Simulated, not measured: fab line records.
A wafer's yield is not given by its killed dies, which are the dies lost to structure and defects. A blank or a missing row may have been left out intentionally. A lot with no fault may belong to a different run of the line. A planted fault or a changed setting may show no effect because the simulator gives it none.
Split-lot experiment | flow n5Finfet | 39 wafers read from 7 lots, route of 1938 steps

== ABOUT THE SPLIT ==
At N5_HKMG_FIN_ETCH_31 (etches SiARC in CF4, target depth 45.5 nm, time 75.8 s), the setting biasW was moved away from the recipe's 36 W on 15 of the 39 wafers read, by -14.2% to +12.9%. All remaining wafers had this setting at the recipe value.

The reading is taken at the split's own step.

== THE READING ==
rfVppV, in V, at N5_HKMG_FIN_ETCH_31 (etches SiARC in CF4, target depth 45.5 nm, time 75.8 s). On this fab line, fault-free wafers typically give 184.4 V with a standard deviation of 1 V.

wafer  | tool, chamber at the split | biasW as run, W | against the recipe | rfVppV, V | against lot-mates on the recipe
L075.1 | rieDiel-01, 3              | 36              | recipe             | 183.3     | -
L075.2 | rieDiel-01, 2              | 36              | recipe             | 186.1     | -
L075.3 | rieDiel-01, 1              | 36              | recipe             | 186.2     | -
L075.4 | rieDiel-01, 0              | 38.73           | +7.6%              | 195.3     | +10.1
L075.5 | rieDiel-01, 0              | 38.73           | +7.6%              | 194.3     | +9.1
L075.6 | rieDiel-01, 3              | 38.73           | +7.6%              | 193.0     | +7.8
L079.1 | rieDiel-01, 0              | 36              | recipe             | 185.3     | -
L079.2 | rieDiel-01, 3              | 36              | recipe             | 183.0     | -
L079.3 | rieDiel-01, 1              | 36              | recipe             | 185.5     | -
L079.4 | rieDiel-01, 2              | 36              | recipe             | 184.8     | -
L079.5 | rieDiel-01, 1              | 36              | recipe             | 185.1     | -
L079.6 | rieDiel-01, 0              | 36              | recipe             | 185.5     | -
L080.4 | rieDiel-03, 1              | 36              | recipe             | 183.0     | -
L080.5 | rieDiel-03, 1              | 36              | recipe             | 183.1     | -
L080.6 | rieDiel-03, 2              | 36              | recipe             | 182.9     | -
L081.1 | rieDiel-03, 2              | 36              | recipe             | 183.4     | -
L081.2 | rieDiel-03, 1              | 30.9            | -14.2%             | 166.8     | -17.9
L081.3 | rieDiel-03, 0              | 36              | recipe             | 185.4     | -
L081.4 | rieDiel-03, 3              | 30.9            | -14.2%             | 167.2     | -17.5
L081.5 | rieDiel-03, 0              | 36              | recipe             | 185.3     | -
L081.6 | rieDiel-03, 1              | 30.9            | -14.2%             | 166.7     | -18.0
L088.1 | rieDiel-01, 2              | 36              | recipe             | 185.5     | -
L088.2 | rieDiel-01, 0              | 36              | recipe             | 185.0     | -
L088.3 | rieDiel-01, 3              | 33.42           | -7.2%              | 176.3     | -8.6
L088.4 | rieDiel-01, 1              | 33.42           | -7.2%              | 176.1     | -8.8
L088.5 | rieDiel-01, 0              | 36              | recipe             | 184.2     | -
L088.6 | rieDiel-01, 3              | 33.42           | -7.2%              | 173.6     | -11.3
L094.1 | rieDiel-03, 3              | 36              | recipe             | 182.6     | -
L094.2 | rieDiel-03, 1              | 40.02           | +11.2%             | 196.8     | +13.7
L094.3 | rieDiel-03, 2              | 36              | recipe             | 183.1     | -
L094.4 | rieDiel-03, 2              | 40.02           | +11.2%             | 197.1     | +14.0
L094.5 | rieDiel-03, 1              | 36              | recipe             | 183.7     | -
L094.6 | rieDiel-03, 3              | 40.02           | +11.2%             | 195.8     | +12.7
L097.1 | rieDiel-01, 0              | 36              | recipe             | 187.2     | -
L097.2 | rieDiel-01, 3              | 36              | recipe             | 183.8     | -
L097.3 | rieDiel-01, 2              | 36              | recipe             | 184.6     | -
L097.4 | rieDiel-01, 1              | 40.65           | +12.9%             | 200.1     | +14.9
L097.5 | rieDiel-01, 3              | 40.65           | +12.9%             | 198.4     | +13.2
L097.6 | rieDiel-01, 0              | 40.65           | +12.9%             | 201.1     | +15.9

THE FIT
A straight line over all 39 wafers: rfVppV changes by +1.2 V for each +1% of biasW; r = +0.99; the points scatter about the line by 1.2 V.
The same after taking each lot's own level away (the mean of its wafers on the recipe; 39 wafers): +1.22 V for each +1%; r = +0.99; scatter 1 V.
That fit puts the effect of the largest move of biasW on the reading at 17 V.
Measured against the standard deviation above, the lots' own levels, which go from 183.00 to 185.20 V, span 2.2 times it.
Consequently the slope shifts little with the lot-to-lot level, the two slopes agreeing.
Check: -17.4 V against its lot-mates is what the line predicts for one of the wafers moved furthest among these (-14.2%) when that wafer is left out of the fit. Against them it came out at -17.9 V.
Tool readings at the split's step, against how far the setting was moved: rfVppV r = +0.99.

== THESE WAFERS: OTHER SPLITS ==
Note: prior to the reading, these wafers also went through further splits. Each is held against what the fit with the lots' levels taken away leaves over:
other split on the same wafers | wafers away from the commonest value | r with rfVppV (lot level and that fit taken away)
N5_DUMMY_GATE_ETCH_37 sourceW  | 12                                   | +0.15
N5_HKMG_FIN_CVD_62 tempC       | 18                                   | +0.14

== THE FILE'S OWN FIT ==
rfVppV changes by +1.21 V for each +1% of biasW, r = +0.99.
